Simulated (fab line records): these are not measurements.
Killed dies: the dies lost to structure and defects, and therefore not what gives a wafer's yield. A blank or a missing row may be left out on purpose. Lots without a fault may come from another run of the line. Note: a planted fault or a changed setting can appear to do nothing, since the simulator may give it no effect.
Matching of chambers / flow n5Finfet / rieDiel-01 running N5_BEOL_M2_ETCH_77: 4 sister chambers
The step etches underlayer in N2/H2, target depth 6.5 nm, time 5.2 s. 4 wafers are shown with their chamber, then 10 later ones without.

WAFERS, EACH WITH ITS CHAMBER
wafer=L082.3; chamber=0; showerheadPlenumPTorr (Torr)=2.66
wafer=L082.5; chamber=1; showerheadPlenumPTorr (Torr)=2.38
wafer=L086.1; chamber=3; showerheadPlenumPTorr (Torr)=2.60
wafer=L086.3; chamber=2; showerheadPlenumPTorr (Torr)=2.70

WAFERS MISSING THEIR CHAMBER
wafer=L086.4; showerheadPlenumPTorr (Torr)=2.65
wafer=L091.3; showerheadPlenumPTorr (Torr)=2.65
wafer=L091.4; showerheadPlenumPTorr (Torr)=2.70
wafer=L091.6; showerheadPlenumPTorr (Torr)=2.65
wafer=L090.1; showerheadPlenumPTorr (Torr)=2.70
wafer=L090.3; showerheadPlenumPTorr (Torr)=2.69
wafer=L090.5; showerheadPlenumPTorr (Torr)=2.69
wafer=L097.1; showerheadPlenumPTorr (Torr)=2.64
wafer=L097.2; showerheadPlenumPTorr (Torr)=2.59
wafer=L097.3; showerheadPlenumPTorr (Torr)=2.69

WHICH CHAMBER EACH WENT THROUGH
wafer=L086.4; from the rows above=0; in truth=0
wafer=L091.3; from the rows above=0; in truth=0
wafer=L091.4; from the rows above=2; in truth=2
wafer=L091.6; from the rows above=0; in truth=0
wafer=L090.1; from the rows above=2; in truth=2
wafer=L090.3; from the rows above=can't be placed: 2 or 0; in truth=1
wafer=L090.5; from the rows above=can't be placed: 2 or 0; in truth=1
wafer=L097.1; from the rows above=can't be placed: 0 or 3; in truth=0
wafer=L097.2; from the rows above=3; in truth=3
wafer=L097.3; from the rows above=can't be placed: 2 or 0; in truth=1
Correct placement for 6 of the 10. Can't be placed from these rows: 4 (the true chamber is among the candidates in 1). Wrongly placed: 0.
How it was worked out, from the rows above alone: a wafer's distance from a chamber is the root of the sum, over the readings, of the square of ((its reading less the chamber's mean) divided by the reading's scatter). If the next closest chamber is less than 2 further off than the closest, the wafer can't be placed; otherwise it belongs to the closest. For every chamber, the mean is computed from those of its wafers that are shown. The scatter: root of mean squared gap, hidden wafer to nearest shown wafer, with one shown wafer a chamber.
